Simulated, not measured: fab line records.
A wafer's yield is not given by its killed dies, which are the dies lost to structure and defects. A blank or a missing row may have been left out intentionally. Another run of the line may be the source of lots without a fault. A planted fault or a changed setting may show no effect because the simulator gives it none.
fab line records -- flow n5Finfet
record lots=5, wafers=15, lastDay=18
route steps=1938 shown BEOL_M5@1182 BEOL_M6@1194
lots with no fault: from the same line, run without faults
startH: start of the lot's first displayed wafer, in hours after the record's first day -- waitH: how many hours have passed since the lot's step before this one -- " as in the row above -- L1.1+2: one row covering several wafers at once -- - value missing, or start not given -- * or withheld: withheld -- < > ~ a bound
route shown NAME@n: a module of which the file shows steps, and the number in the route of the first -- usual: mean and standard deviation over wafers with no fault -- same: alike in all rows -- chamber/n: place in a boat -- sites: readings site by site -- _std_site: the standard deviation of these -- _edge_site: mean of outer sites minus mean of inner sites -- radiusMm: how far each site lies from the wafer's centre -- mask NAME#n: copy n -- behind: the most recent tool/chamber to have shaped the wafer -- hold: what put the lot on hold/how long, in hours/how the hold closed -- device: which transistor (n, p or np) failed to switch -- end of line: the route-end tests of the same wafers -- step lacking rows: just its recipe -- killed: dies lost to structure and defects at the first sort, not the wafer's yield -- map: the dies of a wafer, with x for killed, . for not killed, _ for no die there
set.NAME: the setting that was run; set.NAME@STEP: the one run at that earlier step -- model.NAME: the simulator's own value behind a step, which no gauge read
a table for each step, a row for each wafer; lots at some steps of the route
services: when a tool's chamber went out of use (startH, in hours from the record's first day, below 0 if earlier), for how many hours, and the reason
## steps
# step N5_BEOL_M5_ANNEAL_89
# recipe tempC=400, timeS=1800, ambient=vacuum
# step N5_BEOL_M5_SPUTTER_90
# recipe material=Cu, targetThkA=45, tempC=-20, chamberPressurePa=0.07, powerW=withheld, timeS=8.29
# step N5_BEOL_M5_ECD_50
# recipe material=Cu, targetThkA=3000
# step N5_BEOL_M5_ANNEAL_51
# recipe tempC=225, timeS=90, ambient=N2
# usual wafer_temp_C_max=225.86/0.27
# same timeS=90
lot.wafer,tool,chamber,startH,waitH,wafer_temp_C_max
L515.2,rtpAnneal-01,0,178.97,0.1,225.80
L515.3,rtpAnneal-01,0,178.97,0.1,225.78
L515.6,rtpAnneal-01,0,178.97,0.1,226.00
L522.1,rtpAnneal-02,0,223.69,0.1,225.82
L522.2,rtpAnneal-02,0,223.69,0.1,225.98
L522.5,rtpAnneal-02,0,223.69,0.1,225.94
L530.4,rtpAnneal-01,0,263.20,0.2,225.27
L530.5,rtpAnneal-01,0,263.20,0.2,225.55
L530.6,rtpAnneal-01,0,263.20,0.2,225.78
L538.1,rtpAnneal-01,0,315.10,0.5,225.90
L538.4,rtpAnneal-01,0,315.10,0.5,225.71
L538.6,rtpAnneal-01,0,315.10,0.5,225.64
L536.2,rtpAnneal-02,0,318.67,0.1,226.05
L536.4,rtpAnneal-02,0,318.67,0.1,225.71
L536.6,rtpAnneal-02,0,318.67,0.1,226.26
# step N5_BEOL_M5_CMP_52
# recipe stopOn=SiCOH_lowk, tOverpolishS=6.9, downForcePsi=1, platenRpm=50, clearingPlatenDownForcePsi=1.5, clearingPlatenRpm=50, postCmpClean=cuAlkaline, targetThkNm=62, clearingPlatenPadVelocityMS=0.99484, padVelocityMS=0.99484
# usual barrierFieldEndpointS=24.4/0.56, clearingPlatenDownForcePsi=1.4999/0.003, motorCurrentA=6.3/0.7, overpolishRunS=6.898/0.0094, timeToEndpointS=62.5/2.5
lot.wafer,tool,chamber,startH,waitH,barrierFieldEndpointS,clearingPlatenDownForcePsi,motorCurrentA,overpolishRunS,timeToEndpointS
L515.2,cmp-02,2,179.29,0.3,24.0,1.4984,7.3,6.880,61.7
L515.3,cmp-02,3,179.29,0.3,23.8,1.5006,6.4,6.897,61.4
L515.6,cmp-02,0,179.29,0.3,23.0,1.4986,6.1,6.893,57.4
L522.2,cmp-04,3,224.06,0.3,23.5,1.5003,5.9,6.887,59.3
L522.1,cmp-04,0,224.06,0.3,23.8,1.5014,5.6,6.903,61.5
L522.5,cmp-04,2,224.06,0.3,23.8,1.4970,7.6,6.913,62.4
L530.4,cmp-03,3,263.44,0.2,24.9,1.5056,6.2,6.903,61.6
L530.6,cmp-03,1,263.44,0.2,24.4,1.4972,6.9,6.894,63.8
L530.5,cmp-03,2,263.44,0.2,24.7,1.4904,5.9,6.901,62.2
L538.4,cmp-04,1,315.40,0.1,24.7,1.4989,5.5,6.898,64.2
L538.1,cmp-04,3,315.40,0.1,24.4,1.5002,5.6,6.906,60.1
L538.6,cmp-04,1,315.40,0.1,24.4,1.4940,5.3,6.894,60.8
L536.2,cmp-02,0,318.92,0.2,24.4,1.4990,5.9,6.912,63.4
L536.4,cmp-02,2,318.92,0.2,25.0,1.5019,7.7,6.891,67.0
L536.6,cmp-02,0,318.92,0.2,24.3,1.4958,6.0,6.888,64.3
# step N5_BEOL_M5_THK_MEAS_53
# recipe thkMeasGauge=xrf, reads=Cu_of_BEOL_M5_ECD_50
# usual M5_THK=61.2/1.3
lot.wafer,tool,chamber,startH,waitH,M5_THK[nm]
L515.2,filmMetro-01,-,179.51,-,60.7
L515.3,filmMetro-01,-,179.51,-,61.2
L515.6,filmMetro-01,-,179.51,-,60.9
L522.1,filmMetro-01,-,224.28,-,62.5
L522.2,filmMetro-01,-,224.28,-,62.8
L522.5,filmMetro-01,-,224.28,-,62.8
L530.4,filmMetro-02,-,263.66,-,62.4
L530.5,filmMetro-02,-,263.66,-,61.6
L530.6,filmMetro-02,-,263.66,-,61.9
L538.1,filmMetro-01,-,315.69,-,59.6
L538.4,filmMetro-01,-,315.69,-,60.8
L538.6,filmMetro-01,-,315.69,-,60.2
L536.2,filmMetro-01,-,319.22,-,58.6
L536.4,filmMetro-01,-,319.22,-,61.8
L536.6,filmMetro-01,-,319.22,-,61.5
# step N5_BEOL_M5_PRE_CLEAN_77
# recipe gas=NH3/H2, timeS=15, tempC=*, rfPowerW=300
# step N5_BEOL_M5_CO_CAP_78
# recipe material=Co, targetThkA=20, tempC=200, precursor=CCTBA/H2, pressureTorr=30, timeS=102.1
# usual heaterPowerW=249/27
# same timeS=102.1
lot.wafer,tool,chamber,startH,waitH,heaterPowerW,sinceWetCleanH
L515.2,cvdCo-01,1,179.59,0.0,236,1158
L515.3,cvdCo-01,0,179.59,0.0,207,721
L515.6,cvdCo-01,0,179.59,0.0,211,-
L522.1,cvdCo-01,0,224.36,0.0,218,766
L522.2,cvdCo-01,1,224.36,0.0,241,1203
L522.5,cvdCo-01,1,224.36,0.0,243,-
L530.4,cvdCo-02,2,263.77,0.0,295,-
L530.5,cvdCo-02,1,263.77,0.0,262,-
L530.6,cvdCo-02,0,263.77,0.0,275,-
L538.1,cvdCo-02,1,315.77,0.0,262,179
L538.4,cvdCo-02,2,315.77,0.0,295,-
L538.6,cvdCo-02,0,315.77,0.0,269,-
L536.2,cvdCo-01,2,319.29,0.0,235,401
L536.4,cvdCo-01,1,319.29,0.0,237,-
L536.6,cvdCo-01,2,319.29,0.0,234,-
# step N5_BEOL_M5_PRE_CLEAN_55
# recipe gas=NH3, timeS=15, tempC=withheld, rfPowerW=300
# step N5_BEOL_M5_DEP_56
# recipe material=SiCN, targetThkA=80, tempC=withheld, precursor=3MS/NH3, pressureTorr=3, rfW=202, timeS=14
# step N5_BEOL_M5_RS_MEAS_57
# recipe thkMeasGauge=four-point-probe, reads=Co_of_BEOL_M5_CO_CAP_78+Cu_of_BEOL_M5_ECD_50+Co_of_BEOL_M5_CVD_47+TaN_of_BEOL_M5_ALD_86
# usual M5_RS=0.391/0.0094
lot.wafer,tool,chamber,startH,waitH,M5_RS[ohm/sq]
L515.2,filmMetro-01,-,179.77,0.1,0.396
L515.3,filmMetro-01,-,179.77,0.1,0.390
L515.6,filmMetro-01,-,179.77,0.1,0.393
L522.1,filmMetro-01,-,224.54,0.0,0.381
L522.2,filmMetro-01,-,224.54,0.0,0.380
L522.5,filmMetro-01,-,224.54,0.0,0.378
L530.4,filmMetro-02,-,263.92,0.0,0.383
L530.5,filmMetro-02,-,263.92,0.0,0.394
L530.6,filmMetro-02,-,263.92,0.0,0.389
L538.1,filmMetro-01,-,315.95,0.0,0.401
L538.4,filmMetro-01,-,315.95,0.0,0.392
L538.6,filmMetro-01,-,315.95,0.0,0.394
L536.2,filmMetro-01,-,319.48,0.1,0.412
L536.4,filmMetro-01,-,319.48,0.1,0.387
L536.6,filmMetro-01,-,319.48,0.1,0.389
# step N5_BEOL_M5_INSPECT_58
# recipe inspectInstrument=darkfield, mode=postDep
# usual rawDefectCount=68/22
lot.wafer,tool,chamber,startH,waitH,rawDefectCount
L515.2,defectInspect-02,-,179.80,0.0,54
L515.3,defectInspect-02,-,179.80,0.0,71
L515.6,defectInspect-02,-,179.80,0.0,77
L522.1,defectInspect-01,-,224.56,0.0,120
L522.2,defectInspect-01,-,224.56,0.0,97
L522.5,defectInspect-01,-,224.56,0.0,89
L530.4,defectInspect-01,-,263.95,0.0,95
L530.5,defectInspect-01,-,263.95,0.0,56
L530.6,defectInspect-01,-,263.95,0.0,39
L538.1,defectInspect-01,-,315.98,0.0,88
L538.4,defectInspect-01,-,315.98,0.0,73
L538.6,defectInspect-01,-,315.98,0.0,71
L536.2,defectInspect-01,-,319.50,0.0,91
L536.4,defectInspect-01,-,319.50,0.0,47
L536.6,defectInspect-01,-,319.50,0.0,78
# step N5_BEOL_M6_ILD_DEP_00
# recipe material=SiCOH_lowk, targetThkA=1797.5, tempC=300, precursor=DEMS/porogen, pressureTorr=5, rfW=500, timeS=33.4
# usual heaterPowerW=313/64, showerheadPlenumPTorr=5.739/0.019, throttleValvePct=13.9/0.95
lot.wafer,tool,chamber,startH,waitH,heaterPowerW,showerheadPlenumPTorr,sinceWetCleanH,throttleValvePct,model.SiCOH_lowk_of_BEOL_M6_ILD_DEP_00.thkNm
L515.2,pecvd-02,1,179.84,0.0,268,5.730,1609,13.8,177.6
L515.3,pecvd-02,0,179.84,0.0,325,5.752,884,14.7,179
L515.6,pecvd-02,2,179.84,0.0,224,5.712,-,13.0,181.6
L522.1,pecvd-01,2,224.60,0.0,368,5.723,491,14.2,179.2
L522.2,pecvd-01,1,224.60,0.0,423,5.752,2016,14.6,178.4
L522.5,pecvd-01,0,224.60,0.0,294,5.728,-,14.1,182.4
L530.4,pecvd-01,1,264.00,0.1,391,5.753,-,14.8,180.4
L530.5,pecvd-01,2,264.00,0.1,304,5.722,-,13.9,234.4
L530.6,pecvd-01,0,264.00,0.1,313,5.732,-,14.4,183.2
L538.1,pecvd-03,1,316.02,0.0,430,5.755,1564,12.5,180.2
L538.4,pecvd-03,2,316.02,0.0,340,5.722,-,12.7,181.6
L538.6,pecvd-03,0,316.02,0.0,241,5.765,-,15.2,182.2
L536.2,pecvd-02,2,319.54,0.0,255,5.715,269,13.2,175.8
L536.4,pecvd-02,2,319.54,0.0,259,5.714,-,13.1,180.6
L536.6,pecvd-02,1,319.54,0.0,262,5.745,-,13.2,181.2
# step N5_BEOL_M6_CURE_74
# recipe tempC=385, timeS=240, ambient=He/Ar, material=SiCOH_lowk
# step N5_BEOL_M6_THK_MEAS_01
# recipe reads=SiCOH_lowk_of_BEOL_M6_ILD_DEP_00
# usual M6_ILD_THK=155.1/1.9
lot.wafer,tool,chamber,startH,waitH,M6_ILD_THK[nm]
L515.2,filmMetro-01,-,180.89,0.7,153.1
L515.3,filmMetro-01,-,180.89,0.7,154.4
L515.6,filmMetro-01,-,180.89,0.7,156.6
L522.1,filmMetro-01,-,225.23,0.4,154.5
L522.2,filmMetro-01,-,225.23,0.4,153.8
L522.5,filmMetro-01,-,225.23,0.4,157.5
L530.4,filmMetro-02,-,264.83,0.2,155.6
L530.5,filmMetro-02,-,264.83,0.2,202.8
L530.6,filmMetro-02,-,264.83,0.2,157.9
L538.1,filmMetro-01,-,316.59,0.4,155.4
L538.4,filmMetro-01,-,316.59,0.4,156.6
L538.6,filmMetro-01,-,316.59,0.4,157.3
L536.2,filmMetro-01,-,320.12,0.4,151.4
L536.4,filmMetro-01,-,320.12,0.4,155.8
L536.6,filmMetro-01,-,320.12,0.4,156.3
# step N5_BEOL_M6_PECVD_70
# recipe material=SiO2, targetThkA=200, tempC=400, precursor=TEOS/O2, pressureTorr=5.5, rfW=450, teosFlowSccm=53.8, gas=O2, flowSccm=3000, timeS=22.7
# step N5_BEOL_M6_HM_DEP_02
# recipe material=TiN, targetThkA=200, tempC=25, chamberPressurePa=0.49996
# usual throttleValvePct=29.6/1.2
lot.wafer,tool,chamber,startH,waitH,throttleValvePct
L515.2,pvdSputter-02,-,182.01,1.1,27.6
L515.3,pvdSputter-02,-,182.01,1.1,30.8
L515.6,pvdSputter-02,-,182.01,1.1,31.0
L522.1,pvdSputter-01,-,225.93,0.6,27.6
L522.2,pvdSputter-01,-,225.93,0.6,28.9
L522.5,pvdSputter-01,-,225.93,0.6,29.2
L530.4,pvdSputter-02,-,266.47,1.6,29.6
L530.5,pvdSputter-02,-,266.47,1.6,31.0
L530.6,pvdSputter-02,-,266.47,1.6,30.0
L538.1,pvdSputter-01,-,318.80,2.2,29.2
L538.4,pvdSputter-01,-,318.80,2.2,27.6
L538.6,pvdSputter-01,-,318.80,2.2,29.3
L536.2,pvdSputter-01,-,321.10,0.9,29.3
L536.4,pvdSputter-01,-,321.10,0.9,27.6
L536.6,pvdSputter-01,-,321.10,0.9,30.0
# step N5_BEOL_M6_COAT_59
# recipe resist=SOC, tempC=250, timeS=60, spinRpm=1500, resistThkNm=100
# step N5_BEOL_M6_COAT_60
# recipe resist=SiARC, tempC=220, timeS=60, spinRpm=1500, resistThkNm=35
# step N5_BEOL_M6_COAT_05
# recipe resist=CAR-ArF, spinRpm=1500, resistThkNm=90
# step N5_BEOL_M6_EBR_07
# recipe solvent=PGMEA, ebrWidthMm=1.5
# step N5_BEOL_M6_SOFTBAKE_06
# recipe tempC=110, timeS=60, resist=CAR-ArF
# step N5_BEOL_M6_EXPOSE_08
# recipe maskId=M6, na=1.35, sourceShape=dipole, sigmaInner=0.817, sigmaOuter=0.97, polarization=te, doseMj=68.25
# step N5_BEOL_M6_PEB_09
# recipe pebTempC=withheld, pebTimeS=60, resist=CAR-ArF
# step N5_BEOL_M6_DEVELOP_10
# recipe developTimeS=30, developer=TMAH, resist=CAR-ArF, rinseLiquid=diw, dry=airSpin, devTempC=23
# step N5_BEOL_M6_CD_MEAS_11
# recipe targetCdNm=38.5, landingEnergyEv=500, detector=seInlens, polarity=opening
# usual cdNm=38.5/0.37
lot.wafer,tool,chamber,startH,waitH,cdNm
L515.2,cdSem-01,0,182.57,-,38.2
L515.3,cdSem-01,0,182.57,-,38.4
L515.6,cdSem-01,0,182.57,-,38.4
L522.1,cdSem-03,0,226.30,-,38.8
L522.2,cdSem-03,0,226.30,-,38.3
L522.5,cdSem-03,0,226.30,-,38.9
L530.4,cdSem-01,0,266.85,-,38.4
L530.5,cdSem-01,0,266.85,-,37.7
L530.6,cdSem-01,0,266.85,-,38.8
L538.1,cdSem-01,0,319.30,-,38.1
L538.4,cdSem-01,0,319.30,-,38.7
L538.6,cdSem-01,0,319.30,-,38.7
L536.2,cdSem-03,0,321.48,-,38.5
L536.4,cdSem-03,0,321.48,-,38.2
L536.6,cdSem-03,0,321.48,-,37.6
# step N5_BEOL_M6_OVL_MEAS_12
# recipe pointsPerWafer=44
# usual M6_OVL=0.0/0.72
lot.wafer,tool,chamber,startH,waitH,M6_OVL[nm]
L515.2,overlay-01,0,182.60,0.0,0.2
L515.3,overlay-01,0,182.60,0.0,-0.2
L515.6,overlay-01,0,182.60,0.0,-0.8
L522.1,overlay-01,0,226.33,0.0,1.0
L522.2,overlay-01,0,226.33,0.0,-0.5
L522.5,overlay-01,0,226.33,0.0,0.6
L530.4,overlay-01,0,266.88,0.0,0.0
L530.5,overlay-01,0,266.88,0.0,-0.7
L530.6,overlay-01,0,266.88,0.0,0.2
L538.1,overlay-01,0,319.33,0.0,0.1
L538.4,overlay-01,0,319.33,0.0,0.1
L538.6,overlay-01,0,319.33,0.0,0.4
L536.2,overlay-02,0,321.51,0.0,-0.1
L536.4,overlay-02,0,321.51,0.0,0.4
L536.6,overlay-02,0,321.51,0.0,-0.1
# step N5_BEOL_M6_INSPECT_13
# recipe mode=adi, inspectInstrument=brightfield
# usual rawDefectCount=395/110
lot.wafer,tool,chamber,startH,waitH,rawDefectCount
L515.2,defectInspect-01,-,182.63,0.0,467
L515.3,defectInspect-01,-,182.63,0.0,437
L515.6,defectInspect-01,-,182.63,0.0,558
L522.1,defectInspect-01,-,226.36,0.0,532
L522.2,defectInspect-01,-,226.36,0.0,564
L522.5,defectInspect-01,-,226.36,0.0,549
L530.4,defectInspect-01,-,266.90,0.0,392
L530.5,defectInspect-01,-,266.90,0.0,352
L530.6,defectInspect-01,-,266.90,0.0,325
L538.1,defectInspect-01,-,319.35,0.0,456
L538.4,defectInspect-01,-,319.35,0.0,351
L538.6,defectInspect-01,-,319.35,0.0,472
L536.2,defectInspect-01,-,321.53,0.0,347
L536.4,defectInspect-01,-,321.53,0.0,216
L536.6,defectInspect-01,-,321.53,0.0,473
# step N5_BEOL_M6_DESCUM_16
# recipe chemistry=O2, timeS=7.9, sourcePowerW=50, biasPowerW=20, pressureMtorr=20, rfFrequencyHz=2.712e+07, tempC=40, resist=CAR-ArF, o2FlowSccm=225
# step N5_BEOL_M6_ETCH_61
# recipe chemistry=CF4, target=SiARC, targetDepthA=455, maskMaterial=CAR-ArF, timeS=75.8, ionEnergyEv=80, pressureMtorr=40, sourceW=545, biasW=36, Ar_flow_sccm=100, cf4FlowSccm=100, ends=cleared
# step N5_BEOL_M6_ETCH_62
# recipe chemistry=N2/H2, target=SOC, targetDepthA=1100, overetchA=220, maskMaterial=SiARC, tempC=40, timeS=165, ionEnergyEv=200, pressureMtorr=30, sourceW=840, biasW=150, n2FlowSccm=200, h2FlowSccm=200
# step N5_BEOL_M6_STRIP_68
# recipe chemistry=N2/H2, tempC=40, n2FlowSccm=200, h2FlowSccm=200, rfFrequencyHz=6e+07
# step N5_BEOL_M6_STRIP_67
# recipe chemistry=CF4, resist=SiARC, powerW=300, biasPowerW=75, pressureMtorr=50, cf4FlowSccm=150, rfFrequencyHz=6e+07
# step N5_BEOL_M6_HM_OPEN_17
# recipe chemistry=Cl2/BCl3, targetDepthA=200, overetchA=60, target=TiN, maskMaterial=SOC, ionEnergyEv=150, pressureMtorr=10, icpW=1000, biasW=126, Cl2_flow_sccm=53.25, bcl3FlowSccm=21.75, Ar_flow_sccm=25
# step N5_BEOL_M6_STRIP_19
# recipe chemistry=O2, powerW=400, tempC=40, pressureMtorr=30, rfFrequencyHz=6e+07, biasPowerW=0, overashFraction=0.2, o2FlowSccm=225
# usual drypumpMotorCurrentA=6.0/0.37, oesProductAu=0.82/0.086, rfVppV=3.6/0.56, showerheadPlenumPTorr=2.09/0.058, throttleValvePct=16.68/0.25
# same overashFraction=0.2
lot.wafer,tool,chamber,startH,waitH,drypumpMotorCurrentA,oesProductAu,rfHoursCounterH,rfVppV,showerheadPlenumPTorr,throttleValvePct
L515.2,rieDiel-03,1,184.08,0.1,6.5,0.93,11,3.1,2.06,16.75
L515.3,rieDiel-03,0,184.08,0.1,5.7,0.84,66,2.9,2.12,16.81
L515.6,rieDiel-03,3,184.08,0.1,6.3,0.81,-,4.1,2.11,16.54
L522.1,rieDiel-05,0,226.78,0.1,6.1,0.82,90,4.0,2.03,16.40
L522.2,rieDiel-05,3,226.78,0.1,6.2,0.69,226,3.8,2.16,17.07
L522.5,rieDiel-05,1,226.78,0.1,6.3,0.91,-,4.2,2.06,16.66
L530.4,rieDiel-05,2,267.55,0.1,6.3,0.77,113,2.2,2.02,16.46
L530.5,rieDiel-05,1,267.55,0.1,6.2,0.87,-,3.3,2.06,16.70
L530.6,rieDiel-05,0,267.55,0.1,6.0,0.80,-,3.8,2.02,16.41
L538.1,rieDiel-05,2,319.78,0.1,6.3,0.75,135,3.8,2.02,16.50
L538.4,rieDiel-05,1,319.78,0.1,6.2,0.85,-,3.5,2.05,16.72
L538.6,rieDiel-05,2,319.78,0.1,6.3,0.76,-,3.5,2.01,16.50
L536.2,rieDiel-04,2,322.05,0.2,5.4,0.85,57,3.3,2.03,16.30
L536.4,rieDiel-04,1,322.05,0.2,6.0,0.67,241,3.7,2.07,16.79
L536.6,rieDiel-04,3,322.05,0.2,6.3,0.87,-,2.8,2.23,16.76
# step N5_BEOL_M6_CD_MEAS_18
# recipe pitchNm=80, targetCdNm=40
# usual cdNm=40.1/0.44
lot.wafer,tool,chamber,startH,waitH,cdNm
L515.2,cdSem-02,-,184.15,0.1,40.8
L515.3,cdSem-02,-,184.15,0.1,39.6
L515.6,cdSem-02,-,184.15,0.1,41.2
L522.1,cdSem-01,-,226.85,0.0,39.8
L522.2,cdSem-01,-,226.85,0.0,39.1
L522.5,cdSem-01,-,226.85,0.0,40.7
L530.4,cdSem-01,-,267.62,0.1,39.3
L530.5,cdSem-01,-,267.62,0.1,39.3
L530.6,cdSem-01,-,267.62,0.1,40.1
L538.1,cdSem-01,-,319.85,0.0,39.8
L538.4,cdSem-01,-,319.85,0.0,40.1
L538.6,cdSem-01,-,319.85,0.0,40.1
L536.2,cdSem-02,-,322.12,0.1,40.5
L536.4,cdSem-02,-,322.12,0.1,39.7
L536.6,cdSem-02,-,322.12,0.1,39.6
# step N5_BEOL_M6_COAT_63
# recipe resist=SOC, tempC=250, timeS=60, spinRpm=1500, resistThkNm=60
# step N5_BEOL_M6_COAT_64
# recipe resist=SiARC, tempC=220, timeS=60, spinRpm=1500, resistThkNm=12
# step N5_BEOL_M6_COAT_71
# recipe resist=underlayer, tempC=205, timeS=60, spinRpm=1500, resistThkNm=5
# step N5_BEOL_M6_COAT_22
# recipe resist=CAR-EUV, spinRpm=1500, resistThkNm=30
# step N5_BEOL_M6_EBR_24
# recipe solvent=PGMEA, ebrWidthMm=1.5
# step N5_BEOL_M6_SOFTBAKE_23
# recipe tempC=110, timeS=60, resist=CAR-EUV
# step N5_BEOL_M6_CMP_52
# recipe stopOn=SiCOH_lowk, tOverpolishS=6.9, downForcePsi=1, platenRpm=50, clearingPlatenDownForcePsi=1.5, clearingPlatenRpm=50, postCmpClean=cuAlkaline, targetThkNm=80, clearingPlatenPadVelocityMS=0.99484, padVelocityMS=0.99484
# usual clearingPlatenDownForcePsi=1.4997/0.0029, motorCurrentA=6.0/0.77
lot.wafer,tool,chamber,startH,waitH,clearingPlatenDownForcePsi,motorCurrentA,model.SiCOH_lowk_of_BEOL_M6_ILD_DEP_00.thkNm
L515.3,cmp-02,1,188.56,0.2,1.4973,6.4,151.4
L515.2,cmp-02,3,188.56,0.2,1.5028,6.0,150
L515.6,cmp-02,0,188.56,0.2,1.5046,6.0,153.6
L522.1,cmp-02,2,230.72,0.5,1.4976,7.3,151.4
L522.2,cmp-02,3,230.72,0.5,1.5033,6.0,150.8
L522.5,cmp-02,3,230.72,0.5,1.5001,6.1,154.4
L530.4,cmp-04,0,274.08,0.2,1.4980,5.8,152.6
L530.5,cmp-04,3,274.08,0.2,1.4997,6.0,199.8
L530.6,cmp-04,0,274.08,0.2,1.4998,5.7,155
L538.4,cmp-04,2,323.10,0.2,1.5006,7.1,153.6
L538.1,cmp-04,3,323.10,0.2,1.5001,5.6,152.4
L538.6,cmp-04,1,323.10,0.2,1.4987,5.6,154.2
L536.4,cmp-02,0,326.38,0.2,1.4970,5.6,152.8
L536.2,cmp-02,2,326.38,0.2,1.4937,7.5,148.6
L536.6,cmp-02,3,326.38,0.2,1.4970,6.1,153.2
## services
tool,chamber,startH,hours,kind
pecvd-01,-,160.29,28.1,pm
rieDiel-04,0,161.59,5.3,repair
cmp-03,-,162.10,0.6,repair
cmp-04,-,164.33,7.0,pm
rieDiel-03,1,165.50,5.0,repair
rieDiel-05,3,202.56,13.1,repair
cmp-03,-,207.95,6.7,pm
cmp-04,-,213.35,0.6,repair
cmp-02,-,238.10,4.6,pm
cmp-02,-,252.18,7.7,pm
cmp-03,-,253.17,1.7,repair
cmp-02,-,280.94,4.0,pm
pvdSputter-01,-,281.97,1.4,repair
rieDiel-03,2,282.26,6.2,repair
cmp-02,-,284.94,-,consumableReplace:conditioner
cmp-02,-,284.94,-,consumableReplace:pad
cvdCo-02,1,290.74,2.7,repair
cmp-04,-,294.42,4.0,pm
cmp-04,-,298.42,-,consumableReplace:conditioner
cmp-04,-,298.42,-,consumableReplace:pad
rieDiel-04,1,301.83,9.3,repair
rieDiel-05,0,311.43,10.0,repair
rieDiel-05,1,312.06,1.9,repair
cmp-03,-,319.36,1.1,repair
## key
firstSign step=N5_BEOL_M6_THK_MEAS_01, reading=M6_ILD_THK, direction=up, sigmas=26, usual=155.1, struck=202.8
effect none on later readings
modelEffect step=N5_BEOL_M6_ILD_DEP_00, value=SiCOH_lowk_of_BEOL_M6_ILD_DEP_00.thkNm, without=181.6, struck=234.4
modelEffect step=N5_BEOL_M6_CMP_52, value=SiCOH_lowk_of_BEOL_M6_ILD_DEP_00.thkNm, without=153.6, struck=199.8
metAt N5_BEOL_M6_ILD_DEP_00
struckWafers L530.5
onsetBetween 224.60 264.00
fault kind=processParameterDrift, tool=pecvd-01, chamber=-, onsetH=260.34, steps=N5_BEOL_M6_ILD_DEP_00, channel=timeS, offset=*, shape=step, endH=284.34, scope=struckWafersOnly, actsIn=*, stated=*
